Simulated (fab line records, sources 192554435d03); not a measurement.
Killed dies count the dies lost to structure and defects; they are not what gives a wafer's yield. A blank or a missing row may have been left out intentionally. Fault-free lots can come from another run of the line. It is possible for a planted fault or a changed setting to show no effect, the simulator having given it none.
fab line records	flow n5_finfet	part 2 of 2: steps 4 to 6 of 6
[record] lots = 24	wafers = 72	last_day = 18
route steps=1938 shown BEOL_M3@954
lots that met no fault: taken from a fault-free run of the same line
start_h: start of the lot's first displayed wafer, in hours after the record's first day	wait_h: hours from the lot's prior step to this one	" unchanged from the row above	L1.1+2: a single row standing in for several wafers	- no value present, or no start provided	* or withheld: withheld	< > ~ a bound
route shown NAME@n: names a module that has steps shown in the file, with the first one's number in the route	usual: average and standard deviation across the fault-free wafers	same: alike in all rows	chamber/n: place in a boat	sites: per-site readings	_std_site: the values' standard deviation	_edge_site: inner sites' mean taken away from outer sites' mean	radius_mm: how far each site lies from the wafer's centre	mask NAME#n: copy n	behind: the tool/chamber that last shaped the wafer	hold: why the lot was held/for how many hours/how that ended	device: whichever transistor did not switch (one of n, p or np)	end of line: tests of these same wafers at the route's end	a step without rows: its recipe alone	killed: count of dies lost to structure and defects at first sort (not the wafer's yield)	map: shows each die of a wafer: x if killed, . if not, _ if none is there
set.NAME: setting as actually run; set.NAME@STEP: the setting as run at that earlier step	model.NAME: the simulator's own value behind a step, which no gauge read
route steps across a sampled set of lots; one table per step, one row per wafer
services: a tool's chamber out of use, with start hour (start_h, from the record's first day; less than 0 if before it), hours out, and reason
[[steps]]
[step N5_BEOL_M3_STRIP_36]
[recipe] chemistry = N2/H2	power_w = 450	temp_c = 40	pressure_mtorr = 20	rf_frequency_hz = 6e+07	overash_fraction = 0.3	bias_power_w = 7	h2_frac = 0.5	n2_flow_sccm = 200	h2_flow_sccm = 200
[usual] drypump_motor_current_A = 5.6/0.43	oes_product_au = 0.80/0.086	rf_vpp_V = 59.2/1.4	showerhead_plenum_p_Torr = 2.54/0.078	throttle_valve_pct = 23.8/0.42
lot.wafer	tool	chamber	start_h	wait_h	drypump_motor_current_A	oes_product_au	rf_hours_counter_h	rf_vpp_V	showerhead_plenum_p_Torr	throttle_valve_pct
L074.3	rie_diel-04	2	153.56	0.0	5.7	0.70	222	57.5	2.42	24.6
L074.4	"	1	"	"	5.3	0.72	196	59.5	2.51	23.5
L074.6	"	1	"	"	5.2	0.72	-	56.4	2.51	23.5
L075.1	rie_diel-06	3	172.16	0.0	6.2	0.90	31	58.7	2.59	23.8
L075.3	"	1	"	"	5.7	0.77	169	60.5	2.53	23.8
L075.5	"	2	"	"	6.0	0.70	-	58.0	2.50	23.4
L076.1	rie_diel-03	1	172.40	0.0	5.3	0.92	16	61.5	2.69	23.6
L076.4	"	1	"	"	5.4	0.92	-	60.2	2.69	23.6
L076.6	"	0	"	"	5.1	0.73	-	57.4	2.54	23.9
L077.3	rie_diel-03	1	191.29	0.0	5.3	0.89	23	60.1	2.69	23.6
L077.4	"	2	"	"	5.3	0.95	5	61.2	2.51	23.2
L077.6	"	3	"	"	6.4	0.90	-	58.8	2.62	24.5
L078.2	rie_diel-03	2	199.49	0.0	5.3	0.94	9	59.9	2.51	23.2
L078.3	"	3	"	"	6.4	0.89	56	60.3	2.61	24.6
L078.6	"	1	"	"	5.4	0.88	-	60.3	2.69	23.6
L079.1	rie_diel-06	0	199.67	0.0	5.2	0.82	76	60.5	2.45	23.2
L079.4	"	3	"	"	6.2	0.90	39	57.8	2.59	23.8
L079.6	"	0	"	"	5.2	0.83	-	59.6	2.44	23.2
L080.4	rie_diel-03	0	199.85	0.0	5.1	0.73	204	56.7	2.53	23.9
L080.5	"	1	"	"	5.4	0.88	-	61.6	2.69	23.5
L080.6	"	0	"	"	5.1	0.71	-	60.9	2.53	23.9
L082.2	rie_diel-03	2	204.86	0.0	5.3	0.91	12	57.7	2.51	23.3
L082.4	"	1	"	"	5.4	0.89	29	60.0	2.68	23.6
L082.5	"	0	"	"	5.1	0.72	-	60.8	2.53	23.9
L081.3	rie_diel-04	1	205.25	0.0	5.3	0.71	208	58.8	2.50	23.5
L081.5	"	2	"	"	5.7	0.68	-	57.8	2.42	24.6
L081.6	"	3	"	"	5.2	0.84	-	59.1	2.48	23.8
L083.1	rie_diel-06	2	208.74	0.0	6.0	0.68	229	61.8	2.50	23.5
L083.4	"	3	"	"	6.2	0.89	43	59.1	2.59	23.8
L083.6	"	0	"	"	5.2	0.82	-	59.9	2.44	23.2
L084.1	rie_diel-03	3	224.18	0.0	6.3	0.87	65	58.0	2.61	24.6
L084.4	"	0	"	"	5.1	0.72	212	59.7	2.53	23.9
L084.6	"	2	"	"	5.3	0.91	-	60.5	2.51	23.3
L085.1	rie_diel-04	0	234.70	0.0	5.9	0.70	198	56.5	2.54	24.1
L085.2	"	3	"	"	5.2	0.86	54	59.8	2.47	23.8
L085.3	"	2	"	"	5.7	0.68	242	58.0	2.41	24.6
L087.1	rie_diel-04	3	244.89	0.0	5.2	0.84	58	57.0	2.47	23.8
L087.3	"	1	"	"	5.3	0.70	220	59.5	2.50	23.5
L087.5	"	3	"	"	5.2	0.84	-	57.4	2.47	23.8
L086.2	rie_diel-04	0	245.87	0.0	5.9	0.71	202	57.3	2.54	24.1
L086.3	"	2	"	"	5.7	0.68	246	59.9	2.41	24.6
L086.4	"	3	"	"	5.2	0.84	58	58.7	2.47	23.8
L090.1	rie_diel-04	2	249.84	0.0	5.7	0.69	248	57.9	2.41	24.6
L090.3	"	0	"	"	5.9	0.70	204	58.3	2.53	24.1
L090.6	"	0	"	"	5.9	0.70	-	57.8	2.53	24.1
L089.1	rie_diel-04	3	256.02	0.0	5.2	0.83	63	59.7	2.47	23.8
L089.5	"	3	"	"	5.2	0.83	-	60.5	2.47	23.8
L089.6	"	1	"	"	5.3	0.69	-	58.1	2.50	23.5
L088.1	rie_diel-06	0	256.90	0.0	5.2	0.80	99	58.9	2.44	23.2
L088.4	"	3	"	"	6.2	0.85	61	59.2	2.58	23.8
L088.5	"	2	"	"	6.1	0.68	-	58.9	2.49	23.5
L092.1	rie_diel-03	3	269.79	0.0	6.4	0.86	72	58.7	2.61	24.6
L092.2	"	0	"	"	5.1	0.71	220	59.8	2.53	23.9
L092.3	"	2	"	"	5.3	0.89	26	63.4	2.51	23.3
L093.1	rie_diel-04	2	269.81	0.0	5.7	0.99	1	61.4	2.73	24.4
L093.3	"	3	"	"	5.2	0.81	70	58.6	2.47	23.8
L093.4	"	1	"	"	5.3	0.69	233	60.3	2.49	23.5
L091.1	rie_diel-03	1	272.94	0.0	5.4	0.86	45	58.7	2.68	23.6
L091.2	"	2	"	"	5.3	0.88	27	59.9	2.51	23.3
L091.4	"	0	"	"	5.1	0.70	221	56.9	2.53	23.9
L096.3	rie_diel-03	2	289.44	0.0	5.3	0.88	30	59.7	2.51	23.3
L096.5	"	2	"	"	5.3	0.87	-	57.6	2.51	23.3
L096.6	"	1	"	"	5.3	0.86	-	60.1	2.68	23.6
L094.3	rie_diel-06	3	289.47	0.0	6.2	0.83	73	60.9	2.57	23.8
L094.4	"	1	"	"	5.7	0.73	-	59.0	2.52	23.8
L094.6	"	0	"	"	5.2	0.78	-	57.6	2.43	23.2
L095.2	rie_diel-04	1	292.22	0.0	5.3	0.69	241	60.0	2.49	23.5
L095.5	"	3	"	"	5.2	0.81	-	61.0	2.47	23.9
L095.6	"	2	"	"	5.7	0.95	-	60.3	2.73	24.4
L097.2	rie_diel-03	1	299.76	0.0	5.4	0.85	52	58.7	2.67	23.6
L097.3	"	0	"	"	5.1	0.71	229	59.9	2.52	23.9
L097.5	"	0	"	"	5.1	0.70	-	59.3	2.52	23.9
[step N5_BEOL_M3_ANNEAL_49]
[recipe] temp_c = 400	time_s = 240	ambient = vacuum
[usual] heater_power_w = 848/59
lot.wafer	tool	chamber	start_h	wait_h	heater_power_w
L074.3	pvd_sputter-03	-	156.36	0.0	838
L074.4	"	-	"	"	848
L074.6	"	-	"	"	739
L075.1	pvd_sputter-02	-	173.81	0.0	919
L075.3	"	-	"	"	761
L075.5	"	-	"	"	854
L076.1	pvd_sputter-03	-	173.94	0.0	859
L076.4	"	-	"	"	736
L076.6	"	-	"	"	831
L077.3	pvd_sputter-01	-	193.51	0.0	923
L077.4	"	-	"	"	890
L077.6	"	-	"	"	862
L078.2	pvd_sputter-03	-	201.06	0.0	877
L078.3	"	-	"	"	851
L078.6	"	-	"	"	808
L079.1	pvd_sputter-01	-	201.31	0.0	907
L079.4	"	-	"	"	869
L079.6	"	-	"	"	870
L080.4	pvd_sputter-02	-	202.58	0.0	776
L080.5	"	-	"	"	847
L080.6	"	-	"	"	939
L082.2	pvd_sputter-02	-	206.40	0.0	867
L082.4	"	-	"	"	790
L082.5	"	-	"	"	914
L081.3	pvd_sputter-01	-	206.55	0.0	893
L081.5	"	-	"	"	770
L081.6	"	-	"	"	918
L083.1	pvd_sputter-01	-	210.15	0.0	939
L083.4	"	-	"	"	869
L083.6	"	-	"	"	930
L084.1	pvd_sputter-03	-	225.81	0.0	718
L084.4	"	-	"	"	841
L084.6	"	-	"	"	900
L085.1	pvd_sputter-03	-	238.20	0.0	859
L085.2	"	-	"	"	743
L085.3	"	-	"	"	812
L087.1	pvd_sputter-01	-	246.94	0.0	760
L087.3	"	-	"	"	867
L087.5	"	-	"	"	935
L086.2	pvd_sputter-02	-	247.37	0.0	921
L086.3	"	-	"	"	795
L086.4	"	-	"	"	864
L090.1	pvd_sputter-01	-	251.32	0.0	787
L090.3	"	-	"	"	865
L090.6	"	-	"	"	856
L089.1	pvd_sputter-01	-	257.25	0.0	931
L089.5	"	-	"	"	784
L089.6	"	-	"	"	875
L088.1	pvd_sputter-01	-	259.09	0.0	868
L088.4	"	-	"	"	870
L088.5	"	-	"	"	789
L092.1	pvd_sputter-01	-	270.99	0.0	922
L092.2	"	-	"	"	858
L092.3	"	-	"	"	773
L093.1	pvd_sputter-02	-	271.34	0.0	790
L093.3	"	-	"	"	913
L093.4	"	-	"	"	816
L091.1	pvd_sputter-01	-	275.17	0.0	921
L091.2	"	-	"	"	869
L091.4	"	-	"	"	773
L096.3	pvd_sputter-03	-	291.15	0.0	831
L096.5	"	-	"	"	718
L096.6	"	-	"	"	813
L094.3	pvd_sputter-01	-	292.47	0.0	787
L094.4	"	-	"	"	860
L094.6	"	-	"	"	847
L095.2	pvd_sputter-03	-	293.54	0.0	852
L095.5	"	-	"	"	846
L095.6	"	-	"	"	725
L097.2	pvd_sputter-02	-	301.84	0.0	851
L097.3	"	-	"	"	803
L097.5	"	-	"	"	801
[step N5_BEOL_M3_ANNEAL_91]
[recipe] temp_c = 400	time_s = 240	ambient = vacuum
[usual] heater_power_w = 846/60
lot.wafer	tool	chamber	start_h	wait_h	heater_power_w
L074.3	pvd_sputter-03	-	157.56	0.0	851
L074.4	"	-	"	"	821
L074.6	"	-	"	"	727
L075.1	pvd_sputter-02	-	174.91	0.0	912
L075.3	"	-	"	"	775
L075.5	"	-	"	"	829
L076.1	pvd_sputter-03	-	175.04	0.0	855
L076.4	"	-	"	"	731
L076.6	"	-	"	"	829
L077.3	pvd_sputter-01	-	194.61	0.0	951
L077.4	"	-	"	"	889
L077.6	"	-	"	"	875
L078.2	pvd_sputter-03	-	202.16	0.0	899
L078.3	"	-	"	"	835
L078.6	"	-	"	"	834
L079.1	pvd_sputter-01	-	202.41	0.0	880
L079.4	"	-	"	"	861
L079.6	"	-	"	"	883
L080.4	pvd_sputter-02	-	203.68	0.0	780
L080.5	"	-	"	"	848
L080.6	"	-	"	"	909
L082.2	pvd_sputter-02	-	207.50	0.0	872
L082.4	"	-	"	"	822
L082.5	"	-	"	"	895
L081.3	pvd_sputter-01	-	207.65	0.0	892
L081.5	"	-	"	"	777
L081.6	"	-	"	"	931
L083.1	pvd_sputter-01	-	211.25	0.0	919
L083.4	"	-	"	"	855
L083.6	"	-	"	"	930
L084.1	pvd_sputter-03	-	226.91	0.0	707
L084.4	"	-	"	"	892
L084.6	"	-	"	"	922
L085.1	pvd_sputter-03	-	239.30	0.0	847
L085.2	"	-	"	"	730
L085.3	"	-	"	"	842
L087.1	pvd_sputter-01	-	248.04	0.0	773
L087.3	"	-	"	"	869
L087.5	"	-	"	"	943
L086.2	pvd_sputter-02	-	248.47	0.0	911
L086.3	"	-	"	"	792
L086.4	"	-	"	"	847
L090.1	pvd_sputter-01	-	252.42	0.0	781
L090.3	"	-	"	"	855
L090.6	"	-	"	"	861
L089.1	pvd_sputter-01	-	258.35	0.0	923
L089.5	"	-	"	"	767
L089.6	"	-	"	"	857
L088.1	pvd_sputter-01	-	260.19	0.0	884
L088.4	"	-	"	"	876
L088.5	"	-	"	"	762
L092.1	pvd_sputter-01	-	272.09	0.0	923
L092.2	"	-	"	"	874
L092.3	"	-	"	"	778
L093.1	pvd_sputter-02	-	272.44	0.0	785
L093.3	"	-	"	"	898
L093.4	"	-	"	"	799
L091.1	pvd_sputter-01	-	276.27	0.0	926
L091.2	"	-	"	"	901
L091.4	"	-	"	"	779
L096.3	pvd_sputter-03	-	292.25	0.0	819
L096.5	"	-	"	"	717
L096.6	"	-	"	"	813
L094.3	pvd_sputter-01	-	293.57	0.0	780
L094.4	"	-	"	"	879
L094.6	"	-	"	"	848
L095.2	pvd_sputter-03	-	294.64	0.0	846
L095.5	"	-	"	"	876
L095.6	"	-	"	"	726
L097.2	pvd_sputter-02	-	303.08	0.0	852
L097.3	"	-	"	"	788
L097.5	"	-	"	"	806
[[services]]
tool	chamber	start_h	hours	kind
rie_diel-06	3	133.56	10.2	repair
pvd_sputter-02	-	134.70	2.2	repair
pvd_sputter-01	-	138.71	1.8	repair
rie_diel-03	1	146.18	2.5	repair
rie_diel-03	-	159.37	0.7	repair
rie_diel-03	2	161.15	-	clean
rie_diel-03	2	161.15	-	consumable_replace:focus_ring
rie_diel-03	2	161.15	13.2	scheduled_down
rie_diel-03	2	161.15	13.2	vent_cycle
rie_diel-04	-	188.17	14.6	pm
rie_metal-01	-	219.49	2.8	pm
rie_diel-03	-	239.00	15.6	pm
rie_diel-04	2	254.55	-	clean
rie_diel-04	2	254.55	-	consumable_replace:focus_ring
rie_diel-04	2	254.55	-	consumable_replace:showerhead
rie_diel-04	2	254.55	11.3	scheduled_down
rie_diel-04	2	254.55	11.3	vent_cycle
rie_diel-06	0	267.66	4.5	repair
rie_metal-03	-	271.03	0.4	repair
rie_diel-06	2	272.21	-	clean
rie_diel-06	2	272.21	-	consumable_replace:focus_ring
rie_diel-04	3	278.44	4.5	repair
rie_diel-03	2	296.51	115.9	repair
rie_diel-04	3	296.85	3.5	repair
